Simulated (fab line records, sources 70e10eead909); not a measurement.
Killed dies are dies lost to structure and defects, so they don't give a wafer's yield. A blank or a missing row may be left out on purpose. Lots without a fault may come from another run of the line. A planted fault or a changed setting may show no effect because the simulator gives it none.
Which tool did it? | flow nand_harc | 6 lots, 18 wafers sampled, at 5 steps of a route of 1159

WHAT THE GAUGES READ, wafer by wafer
NHARC_END_SORT_01.
lot  | measured     | on        | killed_dies
L311 | day 21 00:19 | prober-02 | 11 23 21
L313 | day 21 14:16 | prober-02 | 15 14 15
L320 | day 21 21:55 | prober-01 | 21 17 30
L323 | day 23 15:56 | prober-01 | 677 677 677

WHICH TOOL RAN EACH LOT (tool, then ch and the chambers of the sampled wafers, then the start)
lot  | NHARC_A_STAIRCASE_STRIP_446          | NHARC_A_STAIRCASE_ETCHBACK_422     | NHARC_A_SGD_CUT_DEP_00          | NHARC_A_SGD_CUT_ETCH_16
L308 | plasma_asher-02 ch 0,1, day 14 04:04 | rie_diel-10 ch 0,1,2, day 14 05:26 | pecvd-03 ch 0,1,2, day 14 06:45 | rie_diel-03 ch 0,1,3, day 14 08:15
L311 | plasma_asher-01 ch 0,1, day 15 04:59 | rie_diel-11 ch 0,1, day 15 06:10   | pecvd-01 ch 0,1,2, day 15 07:35 | rie_diel-08 ch 0,1, day 15 08:51
L313 | plasma_asher-01 ch 1, day 16 00:01   | rie_diel-13 ch 0,3, day 16 01:27   | pecvd-03 ch 0,1,2, day 16 02:54 | rie_diel-08 ch 1,2, day 16 04:23
L320 | plasma_asher-01 ch 0,1, day 16 21:20 | rie_diel-10 ch 0,1,2, day 16 22:41 | pecvd-01 ch 1,2, day 17 00:02   | rie_diel-03 ch 0,1,3, day 17 01:24
L323 | plasma_asher-01 ch 0,1, day 18 05:31 | rie_diel-11 ch 2,3, day 18 06:52   | pecvd-01 ch 1,2, day 18 08:30   | rie_diel-08 ch 0,1,3, day 18 09:58
L329 | plasma_asher-02 ch 0,1, day 20 03:48 | rie_diel-11 ch 1,3, day 20 05:05   | pecvd-03 ch 0,2, day 20 06:25   | rie_diel-09 ch 0,1,3, day 20 07:47
- NHARC_A_STAIRCASE_STRIP_446: strips in O2.
- NHARC_A_STAIRCASE_ETCHBACK_422: etches the open film in CH3F/O2, target depth 40 nm, time 74.286 s.
- NHARC_A_SGD_CUT_DEP_00: deposits SiNx, target thk 50 nm.
- NHARC_A_SGD_CUT_ETCH_16: etches the open film in C4F8/O2/Ar, target depth 310.5 nm, time 155.2 s.

THE ANSWER, worked out from the rows above alone
Rule: what is usual is taken from the lots themselves. Put in order of their means at a reading, lots are off if they are a third of the lots or fewer, leave a main group of 4 or more, and stand apart from it by a gap of 3 or more times the standard deviation of the main group's means; of several such gaps the widest counts. A main group whose means are all the same, to the digits that the tables above print for the reading, isn't used. A lot without any number at a reading at which 4 lots or more have one is off too. The other lots that the step has rows for count as sound.
No lot is off at any reading shown: from this, nothing can be told.

WHAT THE SIMULATOR HAD PUT IN
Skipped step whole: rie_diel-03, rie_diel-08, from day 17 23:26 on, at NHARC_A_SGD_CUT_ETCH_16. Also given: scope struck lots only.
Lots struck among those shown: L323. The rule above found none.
